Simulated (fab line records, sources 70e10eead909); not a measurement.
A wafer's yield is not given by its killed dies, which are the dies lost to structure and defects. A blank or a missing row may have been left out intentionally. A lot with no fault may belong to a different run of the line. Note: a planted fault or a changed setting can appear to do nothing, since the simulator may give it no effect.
Which tool was responsible?    flow nand_harc    6 lots, 18 wafers sampled, at 4 steps of a route of 1159

WHAT THE GAUGES SHOWED, per wafer
NHARC_END_SORT_01.
lot   measured      on         killed_at_periphery
L626  day 22 21:35  prober-01  4 1 4
L631  day 24 17:08  prober-01  3 1 4

WHAT TOOL EACH LOT RAN ON (gives the tool, then ch and the chambers of the sampled wafers, and finally the start)
lot   NHARC_A_STAIRCASE_CMP_152      NHARC_A_SGD_CUT_ETCH_16                        NHARC_A_SGD_CUT_STRIP_17
L612  cmp-02 ch 2,3, day 14 08:38    rie_diel-05 ch 1,2,3, day 14 12:41 or earlier  rie_diel-05 ch 1,2, day 14 12:41
L617  cmp-04 ch 0,3, day 15 10:28    rie_diel-04 ch 0,1,2, day 15 13:55 or earlier  rie_diel-04 ch 1,2,3, day 15 13:55
L626  cmp-02 ch 0,1,3, day 17 02:58  rie_diel-05 ch 0,1,2, day 17 06:54 or earlier  rie_diel-05 ch 0,1,3, day 17 06:54
L628  cmp-01 ch 0,2,3, day 17 11:34  rie_diel-08 ch 0,1,2, day 17 15:03 or earlier  rie_diel-08 ch 0,1,3, day 17 15:03
L632  cmp-02 ch 2,3, day 19 01:17    rie_diel-05 ch 1,2,3, day 19 05:02 or earlier  rie_diel-05 ch 0,1,2, day 19 05:02
L631  cmp-02 ch 1,2,3, day 19 03:25  rie_diel-08 ch 0,1,2, day 19 07:03 or earlier  rie_diel-08 ch 1,2,3, day 19 07:03
- NHARC_A_STAIRCASE_CMP_152: polishes.
- NHARC_A_SGD_CUT_ETCH_16: etches the open film in C4F8/O2/Ar, target depth 310.5 nm, time 155.2 s.
- NHARC_A_SGD_CUT_STRIP_17: strips in O2.

THE ANSWER, worked out from the rows above alone
Rule: usual is defined by the lots themselves. The widest of any qualifying gaps counts: lots, ordered by their means at a reading, are off when they make up no more than a third of the lots, leave a main group of 4 or more, and stand apart from it by 3 or more times the standard deviation of that group's means. A main group is skipped when, at the precision printed for the reading in the tables above, its means are all equal. A lot without any number at a reading at which 4 lots or more have one is off too. Any other lot the step has rows for is counted as sound.
No lot is off on any of the readings shown, so nothing can be concluded from this.

WHAT HAD BEEN PUT IN BY THE SIMULATOR
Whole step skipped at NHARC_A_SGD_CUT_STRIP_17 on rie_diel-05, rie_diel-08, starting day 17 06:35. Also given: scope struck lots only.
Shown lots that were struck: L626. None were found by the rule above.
